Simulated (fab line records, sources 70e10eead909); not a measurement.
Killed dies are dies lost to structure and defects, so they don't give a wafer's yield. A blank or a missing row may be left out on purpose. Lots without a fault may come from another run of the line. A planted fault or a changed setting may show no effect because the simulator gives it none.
Which tool did it? | flow nand_harc | 24 lots, 72 wafers sampled, at 5 steps of a route of 1302

WHAT THE GAUGES READ, wafer by wafer
NHARC_A_CONTACT_CD_MEAS_53. Usual: cd_nm 289.5 nm, standard deviation 0.79.
lot  | measured     | on        | cd_nm (nm)        | flag
L074 | day 22 12:27 | cd_sem-01 | 287.8 287.2 288.0 |
L075 | day 22 12:45 | cd_sem-03 | 289.3 289.1 289.5 |
L076 | day 22 18:43 | cd_sem-02 | 288.8 288.5 289.5 |
L077 | day 22 18:34 | cd_sem-02 | 289.1 289.4 289.5 |
L078 | day 23 12:26 | cd_sem-02 | 288.9 288.7 288.4 |
L079 | day 23 09:56 | cd_sem-01 | 288.8 288.3 288.4 |
L080 | day 24 04:01 | cd_sem-01 | 290.1 290.1 289.4 |
L081 | day 24 08:05 | cd_sem-01 | 289.6 289.2 289.3 |
L083 | day 25 04:53 | cd_sem-01 | 290.2 289.9 289.6 |
L082 | day 25 13:43 | cd_sem-01 | 290.5 290.3 289.9 |
L084 | day 26 08:13 | cd_sem-01 | 289.2 289.0 289.1 |
L086 | day 26 17:07 | cd_sem-03 | 290.7 290.4 291.1 |
L085 | day 26 17:28 | cd_sem-02 | 289.0 288.9 288.5 |
L087 | day 28 09:51 | cd_sem-02 | 289.6 289.5 289.3 |
L088 | day 28 13:21 | cd_sem-01 | 290.2 289.8 289.4 |
L089 | day 28 09:46 | cd_sem-01 | 290.1 289.8 290.2 |
L090 | day 28 10:46 | cd_sem-01 | 290.3 290.8 290.1 |
L091 | day 28 13:17 | cd_sem-02 | 289.9 290.1 290.0 |
L093 | day 29 06:41 | cd_sem-02 | 289.0 288.4 288.8 |
L092 | day 30 00:16 | cd_sem-03 | 290.4 290.0 290.4 |
L097 | day 31 11:22 | cd_sem-01 | 289.0 289.2 289.6 |
L095 | day 31 11:59 | cd_sem-03 | 289.4 289.3 289.0 |
L094 | day 31 16:59 | cd_sem-03 | 289.8 289.7 290.0 |
L096 | day 31 17:20 | cd_sem-02 | 290.4 290.6 289.9 |

WHICH TOOL RAN EACH LOT (tool, then ch and the chambers of the sampled wafers, then the start)
lot  | NHARC_A_SLIT_STRIP_18                         | NHARC_A_CONTACT_DEP_29          | NHARC_A_CONTACT_ETCH_120             | NHARC_A_CONTACT_ETCH_90
L074 | rie_diel-12 ch 1,3, day 22 06:34 or earlier   | pecvd-03 ch 0,1,2, day 22 06:34 | har_cap_etch-03 ch 0,1, day 22 10:46 | rie_diel-04 ch 0,2,3, day 22 12:16
L075 | rie_diel-11 ch 0,1,3, day 22 06:42 or earlier | pecvd-02 ch 0,2, day 22 06:42   | har_cap_etch-02 ch 0,1, day 22 11:08 | rie_diel-06 ch 0,1,3, day 22 12:34
L076 | rie_diel-03 ch 0,1,2, day 22 12:43 or earlier | pecvd-02 ch 1,2, day 22 12:43   | har_cap_etch-03 ch 0,1, day 22 16:59 | rie_diel-04 ch 0,1,2, day 22 18:29
L077 | rie_diel-12 ch 0,1, day 22 12:45 or earlier   | pecvd-03 ch 0,1,2, day 22 12:45 | har_cap_etch-01 ch 0,1, day 22 16:56 | rie_diel-04 ch 0,1, day 22 18:20
L078 | rie_diel-03 ch 0,1,2, day 23 05:55 or earlier | pecvd-03 ch 0,1,2, day 23 05:55 | har_cap_etch-02 ch 0,1, day 23 10:44 | rie_diel-06 ch 0,1,2, day 23 12:14
L079 | rie_diel-11 ch 0,2,3, day 23 03:56 or earlier | pecvd-04 ch 1,2, day 23 03:56   | har_cap_etch-01 ch 0,1, day 23 08:15 | rie_diel-06 ch 1,2,3, day 23 09:43
L080 | rie_diel-11 ch 1,2,3, day 23 21:38 or earlier | pecvd-04 ch 0,1,2, day 23 21:38 | har_cap_etch-02 ch 0,1, day 24 01:59 | rie_diel-04 ch 0,1,2, day 24 03:47
L081 | rie_diel-03 ch 0,3, day 24 02:03 or earlier   | pecvd-04 ch 0,2, day 24 02:03   | har_cap_etch-03 ch 0,1, day 24 06:22 | rie_diel-06 ch 0,1,3, day 24 07:53
L083 | rie_diel-12 ch 0,3, day 24 16:45 or earlier   | pecvd-02 ch 0,1,2, day 24 16:45 | har_cap_etch-03 ch 0,1, day 25 03:10 | rie_diel-06 ch 1,2, day 25 04:39
L082 | rie_diel-11 ch 0,2,3, day 25 07:41 or earlier | pecvd-03 ch 0,2, day 25 07:41   | har_cap_etch-01 ch 0,1, day 25 11:58 | rie_diel-04 ch 0,2,3, day 25 13:31
L084 | rie_diel-12 ch 0,1, day 26 02:13 or earlier   | pecvd-03 ch 0,1,2, day 26 02:13 | har_cap_etch-02 ch 1, day 26 06:31   | rie_diel-13 ch 0,2,3, day 26 08:01
L086 | rie_diel-11 ch 1,2, day 26 11:15 or earlier   | pecvd-04 ch 0,1, day 26 11:15   | har_cap_etch-01 ch 0,1, day 26 15:28 | rie_diel-13 ch 0,2, day 26 16:55
L085 | rie_diel-12 ch 0,1,3, day 26 11:27 or earlier | pecvd-04 ch 0,1, day 26 11:27   | har_cap_etch-03 ch 0,1, day 26 15:44 | rie_diel-04 ch 0,1,3, day 26 17:14
L087 | rie_diel-03 ch 0,2,3, day 28 02:55 or earlier | pecvd-04 ch 0,1, day 28 02:55   | har_cap_etch-01 ch 0,1, day 28 07:52 | rie_diel-13 ch 0,3, day 28 09:38
L088 | rie_diel-11 ch 0,3, day 28 07:23 or earlier   | pecvd-04 ch 1,2, day 28 07:23   | har_cap_etch-01 ch 0,1, day 28 11:41 | rie_diel-04 ch 1,3, day 28 13:07
L089 | rie_diel-12 ch 1,3, day 28 03:10 or earlier   | pecvd-03 ch 1,2, day 28 03:10   | har_cap_etch-03 ch 0,1, day 28 07:32 | rie_diel-04 ch 0,1,3, day 28 09:34
L090 | rie_diel-12 ch 0,2, day 28 02:57 or earlier   | pecvd-02 ch 0,1,2, day 28 02:57 | har_cap_etch-02 ch 0,1, day 28 08:58 | rie_diel-06 ch 0,1,2, day 28 10:25
L091 | rie_diel-12 ch 0,1,2, day 28 07:09 or earlier | pecvd-04 ch 1,2, day 28 07:09   | har_cap_etch-03 ch 0,1, day 28 11:37 | rie_diel-04 ch 2,3, day 28 13:02
L093 | rie_diel-11 ch 0,1,3, day 29 00:42 or earlier | pecvd-04 ch 0,1,2, day 29 00:42 | har_cap_etch-02 ch 0,1, day 29 04:59 | rie_diel-13 ch 0,1,2, day 29 06:30
L092 | rie_diel-12 ch 2,3, day 29 18:19 or earlier   | pecvd-04 ch 0,1,2, day 29 18:19 | har_cap_etch-01 ch 0,1, day 29 22:38 | rie_diel-04 ch 0,1,3, day 30 00:05
L097 | rie_diel-11 ch 0,1,3, day 31 05:19 or earlier | pecvd-03 ch 0,2, day 31 05:19   | har_cap_etch-02 ch 0,1, day 31 09:37 | rie_diel-06 ch 0,2,3, day 31 11:07
L095 | rie_diel-03 ch 0,1,2, day 31 06:00 or earlier | pecvd-04 ch 0,1,2, day 31 06:00 | har_cap_etch-03 ch 0,1, day 31 10:17 | rie_diel-13 ch 0,1,2, day 31 11:49
L094 | rie_diel-11 ch 0,2,3, day 31 10:37 or earlier | pecvd-02 ch 0,2, day 31 10:37   | har_cap_etch-02 ch 0,1, day 31 15:16 | rie_diel-06 ch 0,1,2, day 31 16:46
L096 | rie_diel-03 ch 1,2,3, day 31 10:28 or earlier | pecvd-02 ch 0,1,2, day 31 10:28 | har_cap_etch-01 ch 0,1, day 31 15:18 | rie_diel-04 ch 0,2,3, day 31 17:08
- NHARC_A_SLIT_STRIP_18: strips in O2.
- NHARC_A_CONTACT_DEP_29: deposits SiON, target thk 100 nm.
- NHARC_A_CONTACT_ETCH_120: etches the open film in C4F8/O2/Ar, time 190 s, target depth 1850 nm.
- NHARC_A_CONTACT_ETCH_90: etches the open film in CH3F/O2, target depth 40 nm, time 85.7 s.

WHAT THE TOOLS THEMSELVES READ (means of the sampled wafers that have a number; where no wafer has one, the mark that the record gives instead)
NHARC_A_SLIT_STRIP_18. Usual: drypump_motor_current_A 5.8 A, standard deviation 0.55; oes_product_au 1.000 a.u., standard deviation 0.0077; rf_vpp_V 57.6 V, standard deviation 0.87; showerhead_plenum_p_Torr 3.49 Torr, standard deviation 0.14; throttle_valve_pct 17.036 %, standard deviation 0.009.
lot  | tool        | drypump_motor_current_A (A) | oes_product_au (a.u.) | rf_vpp_V (V) | showerhead_plenum_p_Torr (Torr) | throttle_valve_pct (%) | flag
L074 | rie_diel-12 | 5.3                         | 1.003                 | 57.8         | 3.56                            | 17.040                 |
L075 | rie_diel-11 | 5.8                         | 0.999                 | 57.7         | 3.51                            | 17.033                 |
L076 | rie_diel-03 | 5.8                         | 1.003                 | 57.9         | 3.51                            | 17.038                 |
L077 | rie_diel-12 | 5.0                         | 0.999                 | 57.5         | 3.55                            | 17.032                 |
L078 | rie_diel-03 | 5.8                         | 1.003                 | 57.8         | 3.51                            | 17.036                 |
L079 | rie_diel-11 | 5.8                         | 1.001                 | 57.4         | 3.49                            | 17.031                 |
L080 | rie_diel-11 | 6.1                         | 0.988                 | 56.4         | 3.38                            | 17.038                 |
L081 | rie_diel-03 | 5.7                         | 0.993                 | 58.8         | 3.65                            | 17.046                 |
L083 | rie_diel-12 | 5.8                         | 1.003                 | 58.1         | 3.36                            | 17.040                 |
L082 | rie_diel-11 | 5.8                         | 1.000                 | 58.4         | 3.48                            | 17.041                 |
L084 | rie_diel-12 | 5.0                         | 0.997                 | 57.7         | 3.44                            | 17.038                 |
L086 | rie_diel-11 | 6.3                         | 1.009                 | 57.3         | 3.35                            | 17.039                 |
L085 | rie_diel-12 | 5.4                         | 1.000                 | 58.6         | 3.45                            | 17.036                 |
L087 | rie_diel-03 | 6.1                         | 0.998                 | 58.2         | 3.61                            | 17.032                 |
L088 | rie_diel-11 | 5.5                         | 1.008                 | 58.2         | 3.61                            | 17.030                 |
L089 | rie_diel-12 | 5.3                         | 0.999                 | 56.8         | 3.56                            | 17.035                 |
L090 | rie_diel-12 | 5.2                         | 0.996                 | 56.5         | 3.41                            | 17.023                 |
L091 | rie_diel-12 | 5.2                         | 0.992                 | 56.8         | 3.52                            | 17.037                 |
L093 | rie_diel-11 | 5.8                         | 0.993                 | 58.5         | 3.50                            | 17.039                 |
L092 | rie_diel-12 | 6.1                         | 0.998                 | 56.7         | 3.43                            | 17.038                 |
L097 | rie_diel-11 | 5.8                         | 0.995                 | 57.1         | 3.50                            | 17.047                 |
L095 | rie_diel-03 | 5.8                         | 1.003                 | 58.4         | 3.51                            | 17.038                 |
L094 | rie_diel-11 | 5.8                         | 0.998                 | 58.0         | 3.48                            | 17.029                 |
L096 | rie_diel-03 | 6.2                         | 1.008                 | 57.3         | 3.53                            | 17.032                 |

NHARC_A_CONTACT_DEP_29. Usual: heater_power_w 717 W, standard deviation 69; showerhead_vpp_V 1189 V, standard deviation 57; susceptor_temp_C 400.00 C, standard deviation 0.23.
lot  | tool     | heater_power_w (W) | showerhead_vpp_V (V) | susceptor_temp_C (C) | flag
L074 | pecvd-03 | 783                | 1145                 | 400.02               |
L075 | pecvd-02 | 765                | 1215                 | 400.46               |
L076 | pecvd-02 | 737                | 1238                 | 399.87               |
L077 | pecvd-03 | 766                | 1134                 | 399.93               |
L078 | pecvd-03 | 758                | 1143                 | 400.09               |
L079 | pecvd-04 | 659                | 1164                 | 399.76               |
L080 | pecvd-04 | 650                | 1210                 | 399.89               |
L081 | pecvd-04 | 742                | 1208                 | 400.03               |
L083 | pecvd-02 | 735                | 1212                 | 400.12               |
L082 | pecvd-03 | 748                | 1170                 | 399.96               |
L084 | pecvd-03 | 763                | 1151                 | 399.98               |
L086 | pecvd-04 | 664                | 1203                 | 399.96               |
L085 | pecvd-04 | 674                | 1234                 | 399.95               |
L087 | pecvd-04 | 678                | 1250                 | 400.05               |
L088 | pecvd-04 | 654                | 1172                 | 399.93               |
L089 | pecvd-03 | 782                | 1110                 | 400.23               |
L090 | pecvd-02 | 745                | 1219                 | 399.98               |
L091 | pecvd-04 | 683                | 1170                 | 399.97               |
L093 | pecvd-04 | 647                | 1210                 | 400.17               |
L092 | pecvd-04 | 663                | 1205                 | 400.03               |
L097 | pecvd-03 | 741                | 1171                 | 400.04               |
L095 | pecvd-04 | 684                | 1202                 | 399.74               |
L094 | pecvd-02 | 757                | 1214                 | 400.24               |
L096 | pecvd-02 | 754                | 1213                 | 399.99               |

NHARC_A_CONTACT_ETCH_90. Usual: drypump_motor_current_A 5.8 A, standard deviation 0.35; oes_product_au 0.97 a.u., standard deviation 0.035; rf_vpp_V 244.3 V, standard deviation 1.7; showerhead_plenum_p_Torr 2.44 Torr, standard deviation 0.11; throttle_valve_pct 20.663 %, standard deviation 0.0086.
lot  | tool        | drypump_motor_current_A (A) | oes_product_au (a.u.) | rf_vpp_V (V) | showerhead_plenum_p_Torr (Torr) | throttle_valve_pct (%) | flag
L074 | rie_diel-04 | 5.9                         | 0.98                  | 244.5        | 2.41                            | 20.665                 |
L075 | rie_diel-06 | 5.9                         | 1.01                  | 245.1        | 2.51                            | 20.661                 |
L076 | rie_diel-04 | 5.9                         | 0.93                  | 243.6        | 2.39                            | 20.661                 |
L077 | rie_diel-04 | 5.8                         | 0.92                  | 243.7        | 2.41                            | 20.663                 |
L078 | rie_diel-06 | 5.9                         | 1.00                  | 245.5        | 2.50                            | 20.665                 |
L079 | rie_diel-06 | 5.5                         | 0.93                  | 243.3        | 2.45                            | 20.659                 |
L080 | rie_diel-04 | 5.9                         | 0.99                  | 243.5        | 2.39                            | 20.658                 |
L081 | rie_diel-06 | 5.9                         | 0.92                  | 244.4        | 2.50                            | 20.658                 |
L083 | rie_diel-06 | 5.7                         | 0.99                  | 245.0        | 2.54                            | 20.660                 |
L082 | rie_diel-04 | 6.0                         | 1.00                  | 244.1        | 2.40                            | 20.669                 |
L084 | rie_diel-13 | 5.9                         | 0.96                  | 247.0        | 2.55                            | 20.663                 |
L086 | rie_diel-13 | 5.9                         | 1.01                  | 244.8        | 2.54                            | 20.666                 |
L085 | rie_diel-04 | 5.8                         | 0.96                  | 244.5        | 2.46                            | 20.662                 |
L087 | rie_diel-13 | 5.9                         | 1.00                  | 246.0        | 2.55                            | 20.671                 |
L088 | rie_diel-04 | 5.7                         | 0.99                  | 245.3        | 2.51                            | 20.671                 |
L089 | rie_diel-04 | 5.8                         | 1.00                  | 245.4        | 2.46                            | 20.663                 |
L090 | rie_diel-06 | 5.9                         | 0.93                  | 244.6        | 2.49                            | 20.665                 |
L091 | rie_diel-04 | 6.0                         | 0.93                  | 242.8        | 2.38                            | 20.661                 |
L093 | rie_diel-13 | 5.7                         | 0.92                  | 244.2        | 2.48                            | 20.664                 |
L092 | rie_diel-04 | 5.8                         | 0.99                  | 244.7        | 2.45                            | 20.666                 |
L097 | rie_diel-06 | 5.7                         | 1.00                  | 243.8        | 2.38                            | 20.656                 |
L095 | rie_diel-13 | 5.7                         | 0.91                  | 244.6        | 2.48                            | 20.659                 |
L094 | rie_diel-06 | 5.9                         | 0.95                  | 246.0        | 2.48                            | 20.660                 |
L096 | rie_diel-04 | 5.9                         | 1.00                  | 244.0        | 2.39                            | 20.669                 |

THE ANSWER, worked out from the rows above alone
Rule: a lot is off if the mean of its wafers that have a number lies more than 3 standard deviations from the usual mean. A lot without any number at a reading at which 4 lots or more have one is off too. The other lots that the step has rows for count as sound. The gauges are gone through in route order, then the tools' own readings, and for those a lot's mean is taken as printed above. The first step at which some lot is off is used, and at that step the reading that is off furthest; a lot without a number counts as furthest.
No lot is off at any reading shown: from this, nothing can be told.

WHAT THE SIMULATOR HAD PUT IN
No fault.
